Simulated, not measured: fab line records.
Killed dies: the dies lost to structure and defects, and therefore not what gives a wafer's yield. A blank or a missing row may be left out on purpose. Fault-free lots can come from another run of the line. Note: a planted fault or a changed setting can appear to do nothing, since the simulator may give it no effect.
fab line records	flow n5_finfet	part 2 of 2: steps 25 to 31 of 31
record: lots: 5	wafers: 15	last_day: 15
route steps=1938 shown DUMMY_GATE@214
lots that met no fault: from a run of the same line without faults
start_h: hours from the record's opening day to when the first of the lot's shown wafers began	wait_h: how many hours have passed since the lot's step before this one	" repeats the value in the row above	L1.1+2: one row covering several wafers at once	- no value present, or no start provided	* or withheld: withheld	< > ~ a bound
route shown NAME@n: names a module that has steps shown in the file, with the first one's number in the route	usual: mean/standard deviation of fault-free wafers	same: alike in all rows	chamber/n: place in a boat	sites: the reading at each site	_std_site: the standard deviation of these	_edge_site: mean of outer sites minus mean of inner sites	radius_mm: how far each site lies from the wafer's centre	mask NAME#n: copy n	behind: the most recent tool/chamber to have shaped the wafer	hold: what put the lot on hold/how long, in hours/how the hold closed	device: transistor that didn't switch, given as n, p or np	end of line: the same wafers' tests at the end of the route	step lacking rows: just its recipe	killed: count of dies lost to structure and defects at first sort (not the wafer's yield)	map: a wafer's dies, marking killed ones x, the rest . and places with no die _
set.NAME: the setting as run; set.NAME@STEP: as run at that earlier step	model.NAME: the simulator's own value behind a step, which no gauge read
a table for each step, a row for each wafer; lots at some steps of the route
services: a tool's chamber out of use, with start hour (start_h, from the record's first day; less than 0 if before it), hours out, and reason
== steps ==
step: N5_DUMMY_GATE_STRIP_38
recipe: chemistry: N2/H2	temp_c: 40	n2_flow_sccm: 200	h2_flow_sccm: 200	rf_frequency_hz: 6e+07
lot.wafer	tool	chamber	start_h	wait_h
L074.2+4+6	rie_diel-05	3,2,3	44.72	0.0
L075.1+2+4	rie_diel-02	1,3,2	52.81	0.0
L083.2+4+6	rie_diel-05	0,3,2	103.75	0.0
L088.1+2+6	rie_diel-02	1,2,2	130.41	0.0
L089.2+5+6	rie_diel-05	3,1,2	136.50	0.0
step: N5_DUMMY_GATE_STRIP_39
recipe: chemistry: N2/H2	temp_c: 40	n2_flow_sccm: 200	h2_flow_sccm: 200	rf_frequency_hz: 6e+07
lot.wafer	tool	chamber	start_h	wait_h
L074.2+4+6	rie_diel-05	3,2,3	44.73	0.0
L075.1+2+4	rie_diel-02	1,3,2	52.82	0.0
L083.2+4+6	rie_diel-05	0,3,2	103.76	0.0
L088.1+2+6	rie_diel-02	1,2,2	130.42	0.0
L089.2+5+6	rie_diel-05	3,1,2	136.51	0.0
step: N5_DUMMY_GATE_TRIM_49
recipe: chemistry: O2	resist: SOC	time_s: 29	target_cd_nm: 14	source_power_w: 300	bias_power_w: 0	O2_flow_sccm: 100	temp_c: 20
usual: drypump_motor_current_A: 5.8/0.32	oes_product_au: 0.996/0.019	rf_fwd_power_W: 298.1/1.1	throttle_valve_pct: 8.23/0.098
lot.wafer	tool	chamber	start_h	wait_h	drypump_motor_current_A	oes_product_au	rf_fwd_power_W	rf_hours_counter_h	throttle_valve_pct
L074.2	rie_si-01	1	44.76	0.0	6.2	1.007	298.4	178	8.39
L074.4	"	2	"	"	5.4	0.971	298.3	-	8.30
L074.6	"	3	"	"	6.0	0.983	299.5	-	8.09
L075.1	rie_si-01	1	52.86	0.0	6.3	1.005	298.9	178	8.40
L075.2	"	0	"	"	6.0	0.968	298.6	52	8.13
L075.4	"	1	"	"	6.2	1.000	299.3	-	8.38
L083.2	rie_si-01	1	103.79	0.0	6.3	1.002	297.9	179	8.39
L083.4	"	0	"	"	6.0	0.978	297.7	53	8.15
L083.6	"	0	"	"	6.0	0.978	296.0	-	8.14
L088.1	rie_si-01	2	130.45	0.0	5.4	0.973	297.8	159	8.33
L088.2	"	3	"	"	6.0	0.975	300.0	101	8.09
L088.6	"	1	"	"	6.2	1.013	298.4	-	8.38
L089.2	rie_si-01	3	136.54	0.0	6.0	0.967	297.3	101	8.09
L089.5	"	1	"	"	6.2	0.999	298.1	-	8.39
L089.6	"	0	"	"	6.0	0.972	298.0	-	8.13
step: N5_DUMMY_GATE_STRIP_40
recipe: chemistry: CF4	resist: SiARC	power_w: 300	bias_power_w: 75	pressure_mtorr: 50	cf4_flow_sccm: 150	rf_frequency_hz: 6e+07
usual: drypump_motor_current_A: 5.8/0.44	oes_product_au: 0.77/0.072	power_w: 299.8/0.94	rf_fwd_power_W: 292.7/0.93	rf_vpp_V: 270.8/1.6	showerhead_plenum_p_Torr: 1.78/0.055	throttle_valve_pct: 13.62/0.23
lot.wafer	tool	chamber	start_h	wait_h	drypump_motor_current_A	oes_product_au	power_w	rf_fwd_power_W	rf_hours_counter_h	rf_vpp_V	showerhead_plenum_p_Torr	throttle_valve_pct
L074.2	rie_diel-05	3	44.86	0.1	5.7	0.69	299.5	293.4	213	269.0	1.72	13.87
L074.4	"	0	"	"	5.6	0.71	301.5	292.2	-	270.1	1.77	13.58
L074.6	"	3	"	"	5.7	0.69	299.4	293.6	-	269.9	1.72	13.86
L075.1	rie_diel-05	1	52.96	0.1	5.8	0.78	300.9	292.9	137	271.4	1.87	13.64
L075.2	"	3	"	"	5.7	0.69	300.7	293.7	216	270.4	1.71	13.87
L075.4	"	2	"	"	5.4	0.77	297.3	291.9	135	270.3	1.79	13.81
L083.2	rie_diel-05	1	103.88	0.1	5.9	0.76	298.9	293.5	154	273.2	1.87	13.70
L083.4	"	2	"	"	5.4	0.75	299.7	292.5	153	270.0	1.79	13.86
L083.6	"	3	"	"	5.7	0.68	300.8	291.1	-	267.5	1.71	13.90
L088.1	rie_diel-06	3	130.55	0.1	6.6	0.84	300.6	292.2	64	270.1	1.75	13.50
L088.2	"	2	"	"	6.6	0.78	301.2	292.3	136	271.2	1.80	13.67
L088.6	"	1	"	"	5.5	0.75	301.7	294.9	-	269.2	1.72	13.58
L089.2	rie_diel-06	3	136.65	0.1	6.6	0.83	300.1	294.3	66	267.4	1.75	13.50
L089.5	"	3	"	"	6.6	0.83	299.0	293.1	-	269.9	1.75	13.52
L089.6	"	2	"	"	6.5	0.77	299.4	292.6	-	272.0	1.80	13.67
step: N5_DUMMY_GATE_CD_MEAS_50
recipe: target_cd_nm: 14
usual: cd_nm: 13.93/0.26
lot.wafer	tool	chamber	start_h	wait_h	cd_nm
L074.2	cd_sem-02	-	44.91	0.0	13.90
L074.4	"	-	"	"	13.67
L074.6	"	-	"	"	14.09
L075.1	cd_sem-03	-	53.01	0.0	14.08
L075.2	"	-	"	"	13.80
L075.4	"	-	"	"	13.66
L083.2	cd_sem-03	-	103.94	0.0	13.78
L083.4	"	-	"	"	13.78
L083.6	"	-	"	"	13.56
L088.1	cd_sem-01	-	130.60	0.0	14.11
L088.2	"	-	"	"	13.99
L088.6	"	-	"	"	14.09
L089.2	cd_sem-02	-	136.70	0.0	14.69
L089.5	"	-	"	"	14.18
L089.6	"	-	"	"	13.91
step: N5_DUMMY_GATE_ETCH_31
recipe: chemistry: C4F6/O2	target: SiO2	mask_material: SOC	target_depth_a: 825	time_s: 27.5	ion_energy_ev: 250	pressure_mtorr: 30	source_w: 345	bias_w: 185	Ar_flow_sccm: 300	C4F6_flow_sccm: 10	O2_flow_sccm: 10
usual: drypump_motor_current_A: 5.8/0.49	oes_ar_750_au: 0.77/0.069	oes_product_au: 0.77/0.074	rf_fwd_power_W: 341.8/1.5	rf_vpp_V: 662/5.8	showerhead_plenum_p_Torr: 2.84/0.091	throttle_valve_pct: 21.23/0.22
lot.wafer	tool	chamber	start_h	wait_h	drypump_motor_current_A	oes_ar_750_au	oes_product_au	rf_fwd_power_W	rf_hours_counter_h	rf_vpp_V	showerhead_plenum_p_Torr	throttle_valve_pct
L074.2	rie_diel-05	0	44.96	0.0	5.7	0.72	0.71	340.0	215	668	2.81	21.02
L074.4	"	0	"	"	5.7	0.72	0.72	340.1	-	667	2.81	21.02
L074.6	"	3	"	"	5.8	0.69	0.69	343.2	-	654	2.71	21.35
L075.1	rie_diel-05	2	53.05	0.0	5.4	0.78	0.78	342.3	135	671	2.86	21.47
L075.2	"	0	"	"	5.7	0.71	0.71	340.3	219	667	2.81	21.04
L075.4	"	1	"	"	5.8	0.79	0.79	341.8	137	658	2.97	21.30
L083.2	rie_diel-02	2	103.98	0.0	5.1	0.83	0.83	340.7	66	661	2.77	21.01
L083.4	"	1	"	"	5.6	0.77	0.77	342.4	132	661	2.95	21.12
L083.6	"	0	"	"	5.1	0.69	0.69	344.4	-	647	2.70	21.75
L088.1	rie_diel-02	2	130.64	0.0	5.1	0.82	0.81	342.6	73	661	2.77	21.02
L088.2	"	3	"	"	6.6	0.69	0.67	344.2	245	668	2.92	21.14
L088.6	"	1	"	"	5.5	0.77	0.75	342.8	-	660	2.95	21.13
L089.2	rie_diel-02	2	136.85	0.1	5.1	0.82	0.81	341.6	76	661	2.76	21.01
L089.5	"	1	"	"	5.5	0.76	0.76	342.6	-	660	2.95	21.14
L089.6	"	2	"	"	5.1	0.82	0.81	340.5	-	661	2.76	21.00
step: N5_DUMMY_GATE_STRIP_41
recipe: chemistry: O2	power_w: 400	temp_c: 40	pressure_mtorr: 30	rf_frequency_hz: 6e+07	bias_power_w: 0	overash_fraction: 0.3	o2_flow_sccm: 225
usual: drypump_motor_current_A: 5.8/0.5	oes_product_au: 0.77/0.073	rf_vpp_V: 3.7/0.49	showerhead_plenum_p_Torr: 2.09/0.073	throttle_valve_pct: 16.74/0.22
lot.wafer	tool	chamber	start_h	wait_h	drypump_motor_current_A	oes_product_au	rf_hours_counter_h	rf_vpp_V	showerhead_plenum_p_Torr	throttle_valve_pct
L074.2	rie_diel-05	0	45.00	0.0	5.7	0.72	215	3.1	2.08	16.65
L074.4	"	0	"	"	5.7	0.71	-	3.6	2.08	16.65
L074.6	"	3	"	"	5.7	0.69	-	3.8	1.99	16.90
L075.1	rie_diel-05	2	53.10	0.0	5.4	0.77	135	3.8	2.10	16.90
L075.2	"	0	"	"	5.6	0.72	219	3.8	2.08	16.64
L075.4	"	1	"	"	5.9	0.78	137	3.7	2.19	16.76
L083.2	rie_diel-02	2	104.03	0.0	5.1	0.83	66	2.8	2.04	16.51
L083.4	"	1	"	"	5.5	0.78	132	3.5	2.19	16.70
L083.6	"	0	"	"	5.1	0.69	-	3.1	1.97	17.19
L088.1	rie_diel-02	2	130.69	0.0	5.0	0.83	73	3.5	2.04	16.54
L088.2	"	3	"	"	6.6	0.68	245	3.6	2.16	16.80
L088.6	"	1	"	"	5.6	0.76	-	3.1	2.19	16.73
L089.2	rie_diel-02	2	136.89	0.0	5.1	0.81	76	3.0	2.04	16.54
L089.5	"	1	"	"	5.5	0.75	-	3.0	2.19	16.73
L089.6	"	2	"	"	5.1	0.82	-	3.8	2.04	16.55
== services ==
tool	chamber	start_h	hours	kind
cmp-02	-	13.10	8.7	pm
ald_sin-04	-	17.15	0.4	repair
cmp-04	-	21.77	0.2	repair
euv_scanner-01	-	22.13	1.0	pm
pecvd-03	1	24.03	6.8	repair
rie_diel-05	1	25.52	5.6	repair
pecvd-03	-	27.97	0.9	repair
rie_diel-06	3	28.31	5.2	repair
ald_sin-03	-	33.68	0.3	repair
rie_diel-05	1	35.94	9.7	repair
rie_diel-06	2	40.57	3.8	repair
rie_si-01	0	42.16	4.2	repair
cmp-02	-	48.49	7.1	pm
rie_si-01	3	51.92	8.0	repair
cmp-02	-	68.16	3.3	repair
rie_diel-02	1	79.45	2.7	repair
euv_scanner-01	-	82.81	1.0	pm
rie_diel-05	3	87.43	14.2	repair
rie_diel-02	0	89.49	2.7	repair
euv_scanner-01	-	93.59	4.6	pm
rie_diel-02	2	113.09	5.5	repair
rie_diel-02	3	114.85	2.7	repair
euv_scanner-01	-	123.21	0.5	repair
rie_diel-05	0	134.07	5.7	repair
